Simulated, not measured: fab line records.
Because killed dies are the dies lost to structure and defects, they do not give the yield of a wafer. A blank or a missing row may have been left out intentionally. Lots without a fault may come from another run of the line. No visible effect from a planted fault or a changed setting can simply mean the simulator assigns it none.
Chamber matching + flow n5 finfet + 4 sister chambers for N5_MOL_CONTACT_COAG_VIA_ETCH_117 on rie diel-05
The step etches SiO2 in C4F6/O2, target depth 40 nm, overetch 8 nm, time 26 s. 20 wafers are shown with their chamber, then 10 later ones without.

## WAFERS PAIRED WITH THEIR CHAMBERS
| wafer  | chamber | rf vpp V (V) | drypump motor current A (A) | showerhead plenum p Torr (Torr) |
|--------|---------|--------------|-----------------------------|---------------------------------|
| L075.1 | 2       | 1616         | 5.4                         | 2.89                            |
| L075.3 | 3       | 1638         | 5.3                         | 2.80                            |
| L075.6 | 0       | 1594         | 5.3                         | 2.87                            |
| L076.1 | 1       | 1535         | 6.4                         | 2.81                            |
| L076.4 | 2       | 1615         | 5.4                         | 2.89                            |
| L076.6 | 1       | 1535         | 6.4                         | 2.81                            |
| L078.2 | 3       | 1638         | 5.3                         | 2.79                            |
| L078.4 | 2       | 1616         | 5.4                         | 2.89                            |
| L078.6 | 2       | 1615         | 5.4                         | 2.89                            |
| L081.1 | 3       | 1638         | 5.3                         | 2.79                            |
| L081.2 | 1       | 1534         | 6.4                         | 2.80                            |
| L081.5 | 0       | 1593         | 5.3                         | 2.86                            |
| L082.2 | 0       | 1595         | 5.2                         | 2.87                            |
| L082.5 | 3       | 1638         | 5.3                         | 2.79                            |
| L082.6 | 0       | 1593         | 5.3                         | 2.87                            |
| L083.2 | 0       | 1594         | 5.2                         | 2.86                            |
| L083.3 | 3       | 1637         | 5.2                         | 2.79                            |
| L083.4 | 2       | 1614         | 5.4                         | 2.88                            |
| L084.2 | 2       | 1616         | 5.4                         | 2.88                            |
| L084.4 | 0       | 1593         | 5.3                         | 2.86                            |

SIGNATURES (averages over the wafers above)
| reading                  | chamber 0 | chamber 1 | chamber 2 | chamber 3 | scatter within a chamber |
|--------------------------|-----------|-----------|-----------|-----------|--------------------------|
| rf vpp V                 | 1593.67   | 1534.67   | 1615.33   | 1637.80   | 0.713                    |
| drypump motor current A  | 5.267     | 6.400     | 5.400     | 5.280     | 0.0365                   |
| showerhead plenum p Torr | 2.8650    | 2.8067    | 2.8867    | 2.7920    | 0.00518                  |
Rule: a wafer's distance from a chamber is the root of the sum, over the readings, of the square of ((its reading less the chamber's mean) divided by the reading's scatter). If the next closest chamber is less than 2 further off than the closest, the wafer can't be placed; otherwise it belongs to the closest. The scatter is the square root of a quotient: the sum, over the shown wafers, of each reading's squared deviation from its chamber's mean, divided by wafers minus chambers.

## WAFERS WHOSE CHAMBER IS MISSING
| wafer  | rf vpp V (V) | drypump motor current A (A) | showerhead plenum p Torr (Torr) |
|--------|--------------|-----------------------------|---------------------------------|
| L084.5 | 1616         | 5.4                         | 2.88                            |
| L091.1 | 1636         | 5.3                         | 2.79                            |
| L091.2 | 1614         | 5.4                         | 2.88                            |
| L091.4 | 1534         | 6.4                         | 2.80                            |
| L096.2 | 1637         | 5.2                         | 2.78                            |
| L096.3 | 1593         | 5.3                         | 2.86                            |
| L096.4 | 1614         | 5.4                         | 2.87                            |
| L097.1 | 1636         | 5.2                         | 2.78                            |
| L097.2 | 1593         | 5.2                         | 2.85                            |
| L097.4 | 1613         | 5.4                         | 2.87                            |

## THE CHAMBER EACH PASSED THROUGH
| wafer  | from the rows above | in truth |
|--------|---------------------|----------|
| L084.5 | 2                   | 2        |
| L091.1 | 3                   | 3        |
| L091.2 | 2                   | 2        |
| L091.4 | 1                   | 1        |
| L096.2 | 3                   | 3        |
| L096.3 | 0                   | 0        |
| L096.4 | 2                   | 2        |
| L097.1 | 3                   | 3        |
| L097.2 | 0                   | 0        |
| L097.4 | 2                   | 2        |
Correctly placed: 10 of 10. Left unplaced by these rows: 0. 0 placed wrongly.
